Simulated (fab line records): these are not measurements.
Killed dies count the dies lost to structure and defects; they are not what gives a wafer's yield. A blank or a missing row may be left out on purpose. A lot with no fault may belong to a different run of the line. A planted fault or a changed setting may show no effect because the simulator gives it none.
Matching of chambers ; flow n5_finfet ; 4 sister chambers for N5_MOL_CONTACT_COAG_VIA_ETCH_117 on rie_diel-06
The step etches SiO2 in C4F6/O2, target depth 40 nm, overetch 8 nm, time 26 s. 16 wafers are shown with their chamber, then 8 later ones without.

WAFERS, EACH WITH ITS CHAMBER
wafer;chamber;rf_vpp_V (V);drypump_motor_current_A (A);showerhead_plenum_p_Torr (Torr)
L075.1;1;1563;4.9;2.77
L075.4;3;1609;5.4;2.73
L075.6;3;1609;5.4;2.73
L076.3;3;1610;5.5;2.73
L076.5;2;1573;6.6;2.70
L076.6;1;1564;4.9;2.77
L081.3;1;1563;4.8;2.76
L081.5;2;1572;6.6;2.69
L081.6;1;1563;4.9;2.76
L083.4;1;1563;4.9;2.76
L083.5;2;1571;6.7;2.69
L083.6;1;1563;4.9;2.76
L086.1;1;1564;4.9;2.76
L086.3;3;1607;5.4;2.72
L086.5;0;1590;5.6;2.87
L087.1;3;1608;5.5;2.71

SIGNATURES (averages over the wafers above)
reading;chamber 0;chamber 1;chamber 2;chamber 3;scatter within a chamber
rf_vpp_V;1590.00;1563.29;1572.00;1608.60;0.848
drypump_motor_current_A;5.600;4.886;6.633;5.440;0.0476
showerhead_plenum_p_Torr;2.8700;2.7629;2.6933;2.7240;0.00664
Rule: for each reading, subtract the chamber's mean from the wafer's reading, divide by that reading's scatter and square the result; add these up over the readings and take the root, which gives the wafer's distance from the chamber. The wafer belongs to the nearest chamber; if the next one is less than 2 further off, it can't be placed. The scatter: the root of (the sum of the squares of (reading less its chamber's mean) over the shown wafers, divided by (wafers less chambers)).

WAFERS WITHOUT THEIR CHAMBER
wafer;rf_vpp_V (V);drypump_motor_current_A (A);showerhead_plenum_p_Torr (Torr)
L087.3;1572;6.6;2.69
L087.6;1609;5.5;2.71
L094.1;1598;6.6;3.02
L094.5;1608;5.5;2.71
L094.6;1597;6.6;3.02
L097.2;1562;4.9;2.75
L097.3;1607;5.5;2.70
L097.5;1562;4.9;2.75

THE CHAMBER EACH PASSED THROUGH
wafer;from the rows above;in truth
L087.3;2;2
L087.6;3;3
L094.1;0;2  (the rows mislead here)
L094.5;3;3
L094.6;0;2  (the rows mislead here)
L097.2;1;1
L097.3;3;3
L097.5;1;1
Correct placement for 6 of the 8. Left unplaced by these rows: 0. 2 placed wrongly.
